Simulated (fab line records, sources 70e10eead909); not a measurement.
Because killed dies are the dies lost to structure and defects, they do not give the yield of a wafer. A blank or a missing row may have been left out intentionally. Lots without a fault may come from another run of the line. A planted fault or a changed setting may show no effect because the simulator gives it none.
fab line records	flow nand_harc
record: lots: 24	wafers: 72	last_day: 33
route steps=1302 shown A_CONTACT@1091 A_M0@1156
lots with no fault: from the same line, run without faults
start_h: hours from the record's first day to the start of the lot's first wafer shown	wait_h: hours from the lot's prior step to this one	" unchanged from the row above	L1.1+2: several wafers, shown together as one row	- no value, or no start given	* or withheld: withheld	< > ~ a bound
route shown NAME@n: NAME is a module with steps in the file, n the number in the route of the first one	usual: mean and standard deviation over wafers with no fault	same: alike in all rows	chamber/n: place in a boat	sites: readings site by site	_std_site: standard deviation of those values	_edge_site: inner sites' mean taken away from outer sites' mean	radius_mm: how far each site lies from the wafer's centre	mask NAME#n: copy n	behind: the most recent tool/chamber to have shaped the wafer	hold: what put the lot on hold/how long, in hours/how the hold closed	device: names the non-switching transistor (n, p or np)	end of line: the tests these same wafers got at the end of their route	a step without rows: its recipe alone	killed: count of dies lost to structure and defects at first sort (not the wafer's yield)	map: per-die view of a wafer (x killed, . not killed, _ where there is no die)
set.NAME: the setting that was run; set.NAME@STEP: the one run at that earlier step	model.NAME: the simulator's own value behind a step, which no gauge read
the route's steps for a sample of lots (tables are steps, rows are wafers)
services: a tool's chamber out of use, with start hour (start_h, from the record's first day; less than 0 if before it), hours out, and reason
== steps ==
step: NHARC_A_CONTACT_ETCH_139
recipe: source_w: withheld	pressure_mtorr: 20	bias_v: 400	time_s: 195	target_depth_a: 8400	ar_flow_sccm: withheld	c4f8_flow_sccm: 11.5	o2_flow_sccm: 7.2	chemistry: C4F8/O2/Ar
lot.wafer	tool	chamber	start_h	wait_h	rf_hours_counter_h
L074.1	har_cap_etch-02	1	510.81	0.2	87
L074.2	"	0	"	"	87
L074.5	"	1	"	"	-
L077.2	har_cap_etch-03	1	526.28	0.2	49
L077.3	"	0	"	"	-
L077.5	"	1	"	"	-
L076.3	har_cap_etch-02	1	529.92	0.3	-
L076.4	"	0	"	"	-
L076.5	"	0	"	"	-
L075.2	har_cap_etch-02	1	534.47	0.3	93
L075.4	"	0	"	"	-
L075.5	"	1	"	"	-
L078.2	har_cap_etch-01	0	549.75	0.2	7
L078.1	"	1	"	"	7
L078.5	"	0	"	"	-
L079.1	har_cap_etch-02	0	551.18	0.2	97
L079.4	"	1	"	"	-
L079.3	"	0	"	"	-
L081.1	har_cap_etch-02	1	570.79	0.2	100
L081.2	"	0	"	"	100
L081.3	"	1	"	"	-
L080.3	har_cap_etch-01	0	572.16	0.3	-
L080.5	"	0	"	"	-
L080.6	"	1	"	"	-
L083.2	har_cap_etch-01	1	588.25	0.2	14
L083.4	"	0	"	"	-
L083.6	"	1	"	"	-
L082.3	har_cap_etch-02	0	589.03	0.2	-
L082.4	"	1	"	"	-
L082.5	"	0	"	"	-
L084.2	har_cap_etch-03	0	611.70	0.2	63
L084.4	"	0	"	"	-
L084.6	"	0	"	"	-
L085.4	har_cap_etch-02	0	615.02	0.2	-
L085.6	"	1	"	"	-
L085.5	"	0	"	"	-
L086.4	har_cap_etch-01	0	638.51	0.2	-
L086.3	"	1	"	"	-
L086.6	"	0	"	"	-
L087.2	har_cap_etch-01	1	642.79	0.2	25
L087.5	"	0	"	"	-
L087.6	"	1	"	"	-
L089.1	har_cap_etch-01	0	663.63	0.2	30
L089.3	"	0	"	"	-
L089.6	"	1	"	"	-
L088.1	har_cap_etch-02	0	667.17	0.2	118
L088.4	"	1	"	"	-
L088.5	"	1	"	"	-
L091.2	har_cap_etch-01	1	670.66	0.2	31
L091.3	"	0	"	"	-
L091.6	"	0	"	"	-
L092.1	har_cap_etch-03	0	671.70	0.2	75
L092.3	"	1	"	"	-
L092.6	"	0	"	"	-
L090.4	har_cap_etch-02	0	675.31	0.2	-
L090.3	"	1	"	"	-
L090.5	"	1	"	"	-
L093.4	har_cap_etch-02	1	701.92	0.2	-
L093.3	"	0	"	"	-
L093.5	"	0	"	"	-
L094.2	har_cap_etch-01	0	707.16	0.2	37
L094.1	"	1	"	"	37
L094.5	"	1	"	"	-
L095.2	har_cap_etch-02	1	715.94	0.2	123
L095.3	"	0	"	"	-
L095.5	"	1	"	"	-
L097.3	har_cap_etch-03	1	745.67	0.2	-
L097.4	"	0	"	"	-
L097.6	"	0	"	"	-
L096.3	har_cap_etch-02	0	746.72	0.2	-
L096.5	"	1	"	"	-
L096.6	"	0	"	"	-
step: NHARC_A_CONTACT_ETCH_92
recipe: target_depth_a: 400	over_etch_frac: 0.5	time_s: 85.7	ion_energy_ev: 120	ch3f_flow_sccm: 50	o2_flow_sccm: 30	ar_flow_sccm: 200	rf_w: 500	bias_w: 100	chemistry: CH3F/O2
usual: drypump_motor_current_A: 5.7/0.51	oes_product_au: 0.934/0.027	rf_vpp_V: 244.6/1.3	showerhead_plenum_p_Torr: 2.48/0.079	throttle_valve_pct: 20.662/0.0094
lot.wafer	tool	chamber	start_h	wait_h	drypump_motor_current_A	oes_product_au	rf_hours_counter_h	rf_vpp_V	showerhead_plenum_p_Torr	throttle_valve_pct
L074.2	rie_diel-13	2	511.39	0.5	4.9	0.907	28	242.0	2.40	20.649
L074.1	"	3	"	"	5.3	0.918	29	245.3	2.58	20.652
L074.5	"	1	"	"	6.1	0.911	-	243.3	2.45	20.651
L077.2	rie_diel-08	2	526.90	0.6	5.6	0.923	51	244.9	2.46	20.663
L077.3	"	3	"	"	5.8	0.928	55	246.8	2.62	20.675
L077.5	"	1	"	"	5.9	0.932	-	247.2	2.62	20.666
L076.3	rie_diel-04	0	530.44	0.5	6.1	0.925	53	245.6	2.64	20.657
L076.4	"	1	"	"	6.0	0.948	51	244.3	2.41	20.662
L076.5	"	1	"	"	5.9	0.940	-	244.8	2.41	20.661
L075.2	rie_diel-13	2	535.09	0.6	4.8	0.925	2	243.0	2.39	20.665
L075.4	"	1	"	"	6.1	0.919	-	243.1	2.45	20.667
L075.5	"	2	"	"	4.8	0.929	-	241.8	2.39	20.661
L078.2	rie_diel-04	0	550.32	0.5	6.2	0.910	2	246.6	2.64	20.678
L078.1	"	1	"	"	5.9	0.929	2	244.6	2.41	20.660
L078.5	"	0	"	"	6.2	0.925	-	247.0	2.64	20.679
L079.4	rie_diel-13	2	551.69	0.4	4.9	0.919	8	244.9	2.39	20.671
L079.3	"	3	"	"	5.3	0.909	6	246.8	2.57	20.668
L079.1	"	1	"	"	6.1	0.918	6	244.0	2.45	20.655
L081.3	rie_diel-13	0	571.35	0.4	6.1	1.015	8	243.6	2.48	20.665
L081.2	"	2	"	"	4.9	0.986	12	243.3	2.39	20.669
L081.1	"	3	"	"	5.3	0.989	9	246.2	2.57	20.659
L080.3	rie_diel-13	0	572.73	0.5	6.2	0.932	8	245.6	2.48	20.671
L080.6	"	2	"	"	4.9	0.909	-	242.9	2.39	20.654
L080.5	"	0	"	"	6.1	0.927	-	244.7	2.48	20.673
L083.2	rie_diel-13	1	588.77	0.5	6.1	0.922	9	243.1	2.44	20.678
L083.4	"	2	"	"	4.9	0.924	14	243.8	2.39	20.662
L083.6	"	0	"	"	6.1	0.939	-	244.7	2.48	20.667
L082.4	rie_diel-08	0	589.50	0.4	6.2	0.983	11	243.6	2.47	20.665
L082.3	"	2	"	"	5.6	0.997	12	243.3	2.45	20.669
L082.5	"	1	"	"	5.9	0.976	-	245.9	2.61	20.661
L084.2	rie_diel-04	2	612.24	0.5	5.6	0.930	13	240.2	2.28	20.663
L084.4	"	3	"	"	6.1	0.931	19	243.3	2.45	20.672
L084.6	"	0	"	"	6.2	0.920	-	246.9	2.63	20.675
L085.4	rie_diel-13	1	615.44	0.4	6.1	0.932	12	242.4	2.44	20.669
L085.5	"	1	"	"	6.1	0.940	-	245.0	2.44	20.667
L085.6	"	2	"	"	4.9	0.929	-	243.5	2.39	20.674
L086.3	rie_diel-13	3	638.98	0.4	5.3	0.906	18	246.2	2.57	20.680
L086.4	"	1	"	"	6.1	0.916	17	243.7	2.44	20.657
L086.6	"	3	"	"	5.3	0.914	-	245.5	2.57	20.652
L087.2	rie_diel-13	3	643.35	0.5	5.3	0.911	18	245.0	2.57	20.656
L087.5	"	0	"	"	6.2	0.926	-	245.8	2.48	20.656
L087.6	"	1	"	"	6.2	0.918	-	244.2	2.44	20.644
L089.3	rie_diel-13	0	664.14	0.4	6.1	0.929	22	245.7	2.47	20.663
L089.1	"	1	"	"	6.1	0.924	21	245.4	2.44	20.651
L089.6	"	0	"	"	6.1	0.926	-	244.6	2.47	20.651
L088.1	rie_diel-13	1	667.70	0.5	6.1	0.920	21	244.3	2.44	20.660
L088.4	"	2	"	"	4.8	0.926	27	243.7	2.38	20.663
L088.5	"	1	"	"	6.1	0.919	-	244.5	2.44	20.652
L091.3	rie_diel-13	3	671.23	0.4	5.3	0.908	25	244.8	2.56	20.644
L091.2	"	0	"	"	6.1	0.927	24	243.8	2.47	20.667
L091.6	"	3	"	"	5.3	0.918	-	245.8	2.56	20.653
L092.1	rie_diel-13	2	672.27	0.5	4.9	0.907	28	243.5	2.38	20.656
L092.3	"	0	"	"	6.1	0.927	24	244.5	2.47	20.671
L092.6	"	2	"	"	4.8	0.921	-	243.6	2.38	20.653
L090.3	rie_diel-13	2	675.78	0.4	4.9	0.918	28	243.8	2.38	20.657
L090.4	"	3	"	"	5.3	0.920	25	243.5	2.56	20.670
L090.5	"	3	"	"	5.3	0.917	-	246.5	2.56	20.653
L093.3	rie_diel-08	3	702.41	0.4	5.8	0.938	48	246.1	2.60	20.656
L093.4	"	0	"	"	6.2	0.921	50	245.0	2.45	20.668
L093.5	"	2	"	"	5.6	0.914	-	245.0	2.44	20.642
L094.2	rie_diel-13	0	707.73	0.5	6.1	1.007	0	244.1	2.47	20.649
L094.1	"	2	"	"	4.9	0.999	0	243.5	2.38	20.668
L094.5	"	0	"	"	6.1	1.013	-	244.3	2.47	20.663
L095.3	rie_diel-13	2	716.50	0.4	4.9	0.951	1	243.1	2.38	20.661
L095.2	"	1	"	"	6.2	0.930	1	244.7	2.44	20.688
L095.5	"	3	"	"	5.3	0.962	-	245.6	2.56	20.673
L097.3	rie_diel-13	3	746.13	0.4	5.3	0.925	5	244.8	2.56	20.668
L097.4	"	1	"	"	6.1	0.923	4	244.4	2.44	20.653
L097.6	"	3	"	"	5.3	0.925	-	246.1	2.56	20.660
L096.3	rie_diel-13	0	747.14	0.4	6.1	0.925	5	243.9	2.47	20.671
L096.5	"	0	"	"	6.1	0.927	-	244.7	2.47	20.670
L096.6	"	1	"	"	6.2	0.908	-	244.1	2.44	20.660
step: NHARC_A_CONTACT_CD_MEAS_15
usual: cd_nm: 190.0/0.5
lot.wafer	tool	chamber	start_h	wait_h	cd_nm
L074.1	cd_sem-02	-	511.58	-	189.7
L074.2	"	-	"	"	190.0
L074.5	"	-	"	"	190.0
L077.2	cd_sem-01	-	527.11	-	189.1
L077.3	"	-	"	"	189.6
L077.5	"	-	"	"	189.8
L076.3	cd_sem-03	-	530.67	-	188.9
L076.4	"	-	"	"	190.4
L076.5	"	-	"	"	190.1
L075.2	cd_sem-03	-	535.33	-	189.1
L075.4	"	-	"	"	189.5
L075.5	"	-	"	"	189.2
L078.1	cd_sem-01	-	550.58	-	190.5
L078.2	"	-	"	"	189.8
L078.5	"	-	"	"	189.8
L079.1	cd_sem-02	-	551.97	-	190.8
L079.3	"	-	"	"	190.2
L079.4	"	-	"	"	190.0
L081.1	cd_sem-03	-	571.76	-	190.4
L081.2	"	-	"	"	189.9
L081.3	"	-	"	"	190.5
L080.3	cd_sem-01	-	572.95	-	191.2
L080.5	"	-	"	"	190.4
L080.6	"	-	"	"	190.9
L083.2	cd_sem-01	-	588.98	-	190.1
L083.4	"	-	"	"	190.3
L083.6	"	-	"	"	190.3
L082.3	cd_sem-03	-	589.73	-	190.0
L082.4	"	-	"	"	189.6
L082.5	"	-	"	"	189.9
L084.2	cd_sem-01	-	612.44	-	190.1
L084.4	"	-	"	"	189.8
L084.6	"	-	"	"	190.0
L085.4	cd_sem-03	-	615.66	-	190.2
L085.5	"	-	"	"	190.0
L085.6	"	-	"	"	190.2
L086.3	cd_sem-02	-	639.19	-	189.7
L086.4	"	-	"	"	190.0
L086.6	"	-	"	"	190.1
L087.2	cd_sem-01	-	643.53	-	190.4
L087.5	"	-	"	"	189.9
L087.6	"	-	"	"	189.9
L089.1	cd_sem-02	-	664.36	-	189.3
L089.3	"	-	"	"	189.2
L089.6	"	-	"	"	189.3
L088.1	cd_sem-03	-	667.90	-	190.6
L088.4	"	-	"	"	189.2
L088.5	"	-	"	"	190.5
L091.2	cd_sem-02	-	671.43	-	190.0
L091.3	"	-	"	"	190.3
L091.6	"	-	"	"	190.5
L092.1	cd_sem-01	-	672.47	-	189.8
L092.3	"	-	"	"	189.5
L092.6	"	-	"	"	190.4
L090.3	cd_sem-03	-	676.00	-	189.8
L090.4	"	-	"	"	189.6
L090.5	"	-	"	"	189.6
L093.3	cd_sem-02	-	702.62	-	189.6
L093.4	"	-	"	"	189.8
L093.5	"	-	"	"	190.5
L094.1	cd_sem-02	-	707.94	-	190.6
L094.2	"	-	"	"	190.5
L094.5	"	-	"	"	190.3
L095.2	cd_sem-03	-	716.72	-	190.5
L095.3	"	-	"	"	190.4
L095.5	"	-	"	"	190.3
L097.3	cd_sem-03	-	746.36	-	189.2
L097.4	"	-	"	"	190.1
L097.6	"	-	"	"	189.1
L096.3	cd_sem-03	-	747.90	-	189.9
L096.5	"	-	"	"	189.9
L096.6	"	-	"	"	189.7
step: NHARC_A_CONTACT_CMP_20
recipe: t_overpolish_s: 30	target_thk_nm: 300
usual: motor_current_A: 11.7/1.2	overpolish_run_s: 30.000/0.0087	time_to_endpoint_s: 61/3.4
lot.wafer	tool	chamber	start_h	wait_h	motor_current_A	overpolish_run_s	time_to_endpoint_s
L074.2	cmp-03	1	513.62	0.6	10.1	30.014	64
L074.1	"	0	"	"	13.6	29.994	57
L074.5	"	1	"	"	10.2	29.980	63
L077.3	cmp-03	2	529.58	0.4	10.9	29.991	58
L077.2	"	0	"	"	14.2	30.004	53
L077.5	"	3	"	"	10.6	30.011	56
L076.4	cmp-02	2	532.73	0.4	14.3	30.000	63
L076.3	"	3	"	"	13.4	29.990	72
L076.5	"	2	"	"	14.0	29.999	64
L075.2	cmp-01	1	537.69	0.6	11.8	30.003	63
L075.4	"	0	"	"	11.1	29.997	65
L075.5	"	2	"	"	12.9	29.995	58
L078.1	cmp-03	3	552.81	0.8	10.6	29.993	60
L078.2	"	0	"	"	14.0	30.001	56
L078.5	"	2	"	"	11.5	30.011	53
L079.3	cmp-01	3	554.13	0.5	11.7	30.019	59
L079.4	"	0	"	"	11.2	30.002	65
L079.1	"	2	"	"	12.4	29.983	64
L081.1	cmp-01	2	573.89	0.6	12.5	30.005	57
L081.2	"	3	"	"	12.3	29.989	56
L081.3	"	1	"	"	12.2	30.001	58
L080.3	cmp-02	2	575.18	0.6	14.1	30.014	62
L080.6	"	0	"	"	10.7	29.984	68
L080.5	"	1	"	"	9.9	30.005	63
L083.2	cmp-01	2	591.03	0.7	12.7	29.996	60
L083.4	"	3	"	"	11.3	30.009	57
L083.6	"	2	"	"	12.5	30.005	56
L082.4	cmp-02	1	591.80	0.4	9.9	30.012	60
L082.3	"	2	"	"	12.7	29.988	57
L082.5	"	0	"	"	10.8	30.002	62
L084.4	cmp-03	3	614.60	0.6	10.4	30.011	60
L084.2	"	0	"	"	13.8	30.008	58
L084.6	"	2	"	"	11.8	29.998	60
L085.4	cmp-01	1	617.68	0.4	12.5	30.003	61
L085.5	"	1	"	"	12.5	30.012	61
L085.6	"	2	"	"	12.0	29.996	62
L086.3	cmp-02	2	641.29	0.4	14.2	29.992	58
L086.4	"	0	"	"	10.7	30.002	63
L086.6	"	2	"	"	14.4	29.995	56
L087.2	cmp-03	2	645.71	0.7	11.8	29.977	63
L087.6	"	0	"	"	14.2	30.000	57
L087.5	"	1	"	"	10.7	30.001	64
L089.1	cmp-01	3	666.38	0.6	11.9	30.008	57
L089.3	"	2	"	"	11.9	29.995	59
L089.6	"	0	"	"	10.7	29.995	62
L088.4	cmp-01	3	669.94	0.4	12.2	29.991	57
L088.1	"	2	"	"	12.8	30.004	59
L088.5	"	0	"	"	11.1	29.995	67
L091.2	cmp-01	1	673.48	0.8	12.0	29.985	61
L091.3	"	2	"	"	12.4	29.980	61
L091.6	"	0	"	"	10.8	30.009	68
L092.1	cmp-01	2	674.52	0.8	11.6	29.996	62
L092.3	"	0	"	"	11.1	30.008	66
L092.6	"	1	"	"	12.1	29.989	61
L090.3	cmp-02	1	678.05	0.5	10.2	29.997	65
L090.4	"	3	"	"	13.1	30.005	65
L090.5	"	0	"	"	10.7	29.993	64
L093.4	cmp-01	3	704.66	0.5	11.9	30.008	60
L093.3	"	1	"	"	12.0	29.989	63
L093.5	"	2	"	"	12.3	30.008	59
L094.1	cmp-01	2	710.06	0.7	12.8	29.986	61
L094.2	"	3	"	"	11.5	30.002	56
L094.5	"	1	"	"	11.1	29.990	61
L095.3	cmp-02	0	718.74	0.5	10.9	29.997	61
L095.2	"	1	"	"	10.2	29.997	60
L095.5	"	1	"	"	9.8	29.993	60
L097.3	cmp-03	1	748.88	0.4	11.3	30.006	60
L097.4	"	2	"	"	11.8	30.002	62
L097.6	"	0	"	"	13.7	30.008	56
L096.3	cmp-02	2	750.27	0.7	14.1	29.998	57
L096.6	"	0	"	"	11.3	30.006	62
L096.5	"	1	"	"	10.5	29.993	62
step: NHARC_A_M0_DEGAS_28
recipe: temp_c: 250	time_s: 60
usual: heater_power_w: 324/44
lot.wafer	tool	chamber	start_h	wait_h	heater_power_w
L074.2	pvd_sputter-01	-	520.02	-	392
L074.1	"	-	"	"	269
L074.5	"	-	"	"	341
L077.2	pvd_sputter-01	-	535.52	-	335
L077.3	"	-	"	"	379
L077.5	"	-	"	"	271
L076.3	pvd_sputter-01	-	538.99	-	273
L076.4	"	-	"	"	348
L076.5	"	-	"	"	278
L075.4	pvd_sputter-03	-	543.55	-	374
L075.2	"	-	"	"	298
L075.5	"	-	"	"	388
L078.2	pvd_sputter-01	-	558.71	-	275
L078.1	"	-	"	"	267
L078.5	"	-	"	"	286
L079.3	pvd_sputter-03	-	560.20	-	287
L079.1	"	-	"	"	301
L079.4	"	-	"	"	390
L081.1	pvd_sputter-01	-	579.95	-	340
L081.3	"	-	"	"	387
L081.2	"	-	"	"	275
L080.3	pvd_sputter-02	-	581.51	-	323
L080.5	"	-	"	"	305
L080.6	"	-	"	"	318
L083.4	pvd_sputter-02	-	597.45	-	308
L083.2	"	-	"	"	270
L083.6	"	-	"	"	325
L082.3	pvd_sputter-03	-	597.98	-	367
L082.4	"	-	"	"	299
L082.5	"	-	"	"	366
L084.2	pvd_sputter-02	-	620.94	-	314
L084.4	"	-	"	"	267
L084.6	"	-	"	"	324
L085.4	pvd_sputter-03	-	623.61	-	365
L085.5	"	-	"	"	392
L085.6	"	-	"	"	284
L086.3	pvd_sputter-03	-	647.18	-	291
L086.4	"	-	"	"	388
L086.6	"	-	"	"	290
L087.2	pvd_sputter-03	-	651.59	-	292
L087.6	"	-	"	"	398
L087.5	"	-	"	"	291
L089.3	pvd_sputter-01	-	672.36	-	392
L089.1	"	-	"	"	265
L089.6	"	-	"	"	402
L088.4	pvd_sputter-02	-	675.98	-	310
L088.1	"	-	"	"	305
L088.5	"	-	"	"	315
L091.2	pvd_sputter-03	-	679.51	-	293
L091.3	"	-	"	"	296
L091.6	"	-	"	"	381
L092.3	pvd_sputter-01	-	680.58	-	291
L092.1	"	-	"	"	268
L092.6	"	-	"	"	277
L090.3	pvd_sputter-03	-	684.11	-	375
L090.4	"	-	"	"	399
L090.5	"	-	"	"	300
L093.4	pvd_sputter-02	-	710.71	-	314
L093.3	"	-	"	"	319
L093.5	"	-	"	"	309
L094.1	pvd_sputter-02	-	715.99	-	327
L094.2	"	-	"	"	312
L094.5	"	-	"	"	267
L095.2	pvd_sputter-01	-	724.84	-	280
L095.3	"	-	"	"	332
L095.5	"	-	"	"	394
L097.3	pvd_sputter-01	-	755.55	-	284
L097.4	"	-	"	"	264
L097.6	"	-	"	"	405
L096.3	pvd_sputter-03	-	756.49	-	285
L096.6	"	-	"	"	303
L096.5	"	-	"	"	378
step: NHARC_A_M0_INSPECT_27
usual: raw_defect_count: 543/130
lot.wafer	tool	chamber	start_h	wait_h	raw_defect_count
L074.1	defect_inspect-01	-	521.57	0.0	464
L074.2	"	-	"	"	446
L074.5	"	-	"	"	500
L077.2	defect_inspect-02	-	537.07	0.0	701
L077.3	"	-	"	"	355
L077.5	"	-	"	"	583
L076.3	defect_inspect-01	-	540.55	0.0	433
L076.4	"	-	"	"	437
L076.5	"	-	"	"	446
L075.2	defect_inspect-02	-	545.08	0.0	419
L075.4	"	-	"	"	558
L075.5	"	-	"	"	403
L078.1	defect_inspect-02	-	560.28	0.0	627
L078.2	"	-	"	"	520
L078.5	"	-	"	"	537
L079.1	defect_inspect-02	-	561.75	0.0	620
L079.3	"	-	"	"	692
L079.4	"	-	"	"	608
L081.1	defect_inspect-02	-	581.53	0.0	483
L081.2	"	-	"	"	512
L081.3	"	-	"	"	416
L080.3	defect_inspect-01	-	583.03	0.0	495
L080.5	"	-	"	"	422
L080.6	"	-	"	"	423
L083.2	defect_inspect-02	-	599.00	0.0	542
L083.4	"	-	"	"	568
L083.6	"	-	"	"	508
L082.3	defect_inspect-01	-	599.53	0.0	646
L082.4	"	-	"	"	648
L082.5	"	-	"	"	438
L084.2	defect_inspect-02	-	622.51	0.0	537
L084.4	"	-	"	"	488
L084.6	"	-	"	"	532
L085.4	defect_inspect-01	-	625.16	0.0	498
L085.5	"	-	"	"	696
L085.6	"	-	"	"	601
L086.3	defect_inspect-01	-	648.82	0.0	496
L086.4	"	-	"	"	497
L086.6	"	-	"	"	384
L087.2	defect_inspect-02	-	653.14	0.0	413
L087.5	"	-	"	"	433
L087.6	"	-	"	"	486
L089.1	defect_inspect-02	-	673.90	0.0	524
L089.3	"	-	"	"	561
L089.6	"	-	"	"	444
L088.1	defect_inspect-02	-	677.56	0.0	386
L088.4	"	-	"	"	418
L088.5	"	-	"	"	367
L091.2	defect_inspect-01	-	681.09	0.0	727
L091.3	"	-	"	"	981
L091.6	"	-	"	"	833
L092.1	defect_inspect-01	-	682.13	0.0	572
L092.3	"	-	"	"	493
L092.6	"	-	"	"	662
L090.3	defect_inspect-01	-	685.67	0.0	597
L090.4	"	-	"	"	781
L090.5	"	-	"	"	487
L093.3	defect_inspect-02	-	712.27	0.0	698
L093.4	"	-	"	"	632
L093.5	"	-	"	"	557
L094.1	defect_inspect-01	-	717.54	0.0	556
L094.2	"	-	"	"	452
L094.5	"	-	"	"	601
L095.2	defect_inspect-01	-	726.39	0.0	870
L095.3	"	-	"	"	1094
L095.5	"	-	"	"	991
L097.3	defect_inspect-01	-	757.41	0.0	398
L097.4	"	-	"	"	400
L097.6	"	-	"	"	500
L096.3	defect_inspect-01	-	758.35	0.0	553
L096.5	"	-	"	"	478
L096.6	"	-	"	"	562
== services ==
tool	chamber	start_h	hours	kind
har_cap_etch-01	-	494.23	0.3	repair
har_cap_etch-01	-	497.00	17.0	pm
rie_diel-13	0	497.47	1.3	repair
rie_diel-13	-	519.00	9.0	pm
pvd_sputter-03	-	526.00	10.0	pm
cmp-02	-	528.09	4.0	pm
rie_diel-13	0	533.95	6.5	repair
cmp-02	-	550.62	2.5	repair
rie_diel-13	1	565.20	13.9	repair
cmp-01	-	577.67	4.0	pm
cmp-01	-	583.25	4.4	repair
pvd_sputter-01	-	590.51	10.0	pm
cmp-02	-	593.44	0.8	repair
cmp-02	-	624.68	2.9	repair
har_cap_etch-01	-	626.72	0.7	repair
cmp-02	-	627.60	4.0	pm
cmp-02	-	666.15	0.5	repair
cmp-01	-	675.67	4.0	pm
rie_diel-13	-	696.00	9.0	pm
pvd_sputter-03	-	704.00	10.0	pm
har_cap_etch-01	-	714.15	20.4	repair
cmp-01	-	731.00	4.3	repair
pvd_sputter-03	-	745.69	1.0	repair
har_cap_etch-02	-	754.00	17.0	pm
== key ==
fault none
